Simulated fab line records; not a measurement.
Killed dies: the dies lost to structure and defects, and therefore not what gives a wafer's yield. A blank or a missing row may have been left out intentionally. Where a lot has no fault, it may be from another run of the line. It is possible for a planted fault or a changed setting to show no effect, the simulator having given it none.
Lot-split experiment    flow n5_finfet    21 wafers read from 7 lots, route of 1938 steps

SPLIT DETAILS
At N5_BEOL_M6_ETCH_62 (etches SOC in N2/H2, target depth 110 nm, overetch 22 nm, time 165 s), the setting time_s was moved away from the recipe's 165 s on 6 of the 21 wafers read, by -14.6% to +17.8%. For the rest of the wafers, this setting stayed at what the recipe calls for.

The reading comes from the split's own step.

THE READING
SiARC_of_BEOL_M6_COAT_60.thk_nm (the simulator's own value, which no gauge read), in nm, at N5_BEOL_M6_ETCH_62 (etches SOC in N2/H2, target depth 110 nm, overetch 22 nm, time 165 s). The file gives no usual value for it. Here, 15 wafers ran the recipe; their average is 28.5 nm with a standard deviation of 0.17 nm.

wafer   tool, chamber at the split  time_s as run, s  against the recipe  SiARC_of_BEOL_M6_COAT_60.thk_nm, nm  against lot-mates on the recipe
L077.2  rie_diel-02, 1              165               recipe              28.4                                 -
L077.6  rie_diel-02, 1              165               recipe              28.4                                 -
L077.4  rie_diel-02, 2              177.1             +7.3%               28.2                                 -0.2
L078.1  rie_diel-03, 3              140.9             -14.6%              29.4                                 +1.0
L078.5  rie_diel-03, 3,2            165               recipe              28.4                                 -
L078.6  rie_diel-03, 3,2            165               recipe              28.4                                 -
L079.4  rie_diel-04, 0,2            165               recipe              28.2                                 -
L079.6  rie_diel-04, 0,2            165               recipe              28.2                                 -
L079.5  rie_diel-04, 1              165               recipe              28.4                                 -
L082.1  rie_diel-04, 3,2            147.8             -10.4%              29                                   +0.4
L082.6  rie_diel-04, 3,2            147.8             -10.4%              29                                   +0.4
L082.4  rie_diel-04, 0              165               recipe              28.6                                 -
L084.3  rie_diel-03, 3              165               recipe              28.6                                 -
L084.4  rie_diel-03, 2              165               recipe              28.4                                 -
L084.5  rie_diel-03, 0              165               recipe              28.8                                 -
L086.2  rie_diel-02, 1,3            165               recipe              28.4                                 -
L086.3  rie_diel-02, 1,3            165               recipe              28.4                                 -
L086.4  rie_diel-02, 0              192.4             +16.6%              27.2                                 -1.2
L089.1  rie_diel-02, 1              194.3             +17.8%              27.4                                 -1.2
L089.3  rie_diel-02, 2              165               recipe              28.8                                 -
L089.5  rie_diel-02, 1              165               recipe              28.4                                 -
The file does not say which wafer passed through which chamber wherever a row lists several chambers: such a row stands for several wafers.

THE FIT
A straight line over all 21 wafers: SiARC_of_BEOL_M6_COAT_60.thk_nm changes by -0.0619 nm for each +1% of time_s; r = -0.94; the points scatter about the line by 0.17 nm.
The same after taking each lot's own level away (the mean of its wafers on the recipe; 21 wafers): -0.0609 nm for each +1%; r = -0.95; scatter 0.15 nm.
Per that fit: largest time_s move, reading shift of 1.1 nm.
The span of the lots' own levels, 28.27 to 28.60 nm, comes to 2.0 times the standard deviation stated above.
The two slopes are in agreement: the lot-to-lot level therefore moves the slope only a little.
Check: -1.05 nm against its lot-mates is what the line predicts for one of the wafers moved furthest among these (+17.8%) when that wafer is left out of the fit. Against them it came out at -1.2 nm.

OTHER SPLITS APPLIED TO THESE WAFERS
Before the reading, these wafers also passed through other splits. Each is held against what the fit with the lots' levels taken away leaves over:
other split on the same wafers    wafers away from the commonest value  r with SiARC_of_BEOL_M6_COAT_60.thk_nm (lot level and that fit taken away)
N5_BEOL_M5_TRENCH_ETCH_37 bias_w  7                                     +0.02

THE WHOLE CHAIN: every reading that the file lists as answering this split, in the file's order
step                   what it does                                                          reading                                                                           change (the file's fit)                                                              r (the file's)
N5_BEOL_M6_ETCH_62     etches SOC in N2/H2, target depth 110 nm, overetch 22 nm, time 165 s  SiARC_of_BEOL_M6_COAT_60.thk_nm (the simulator's own value, which no gauge read)  -0.0636 nm for each +1% of the setting                                               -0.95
N5_BEOL_M6_HM_OPEN_17  chemistry Cl2/BCl3, target TiN, target depth 20 nm, overetch 6 nm     etch.depth_nm (the simulator's own value, which no gauge read)                    not straight: 20.1 at the lowest setting, 19.95 at the recipe, 16.74 at the highest  not given

FILE'S OWN FIT
SiARC_of_BEOL_M6_COAT_60.thk_nm changes by -0.0636 nm for each +1% of time_s, r = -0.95.
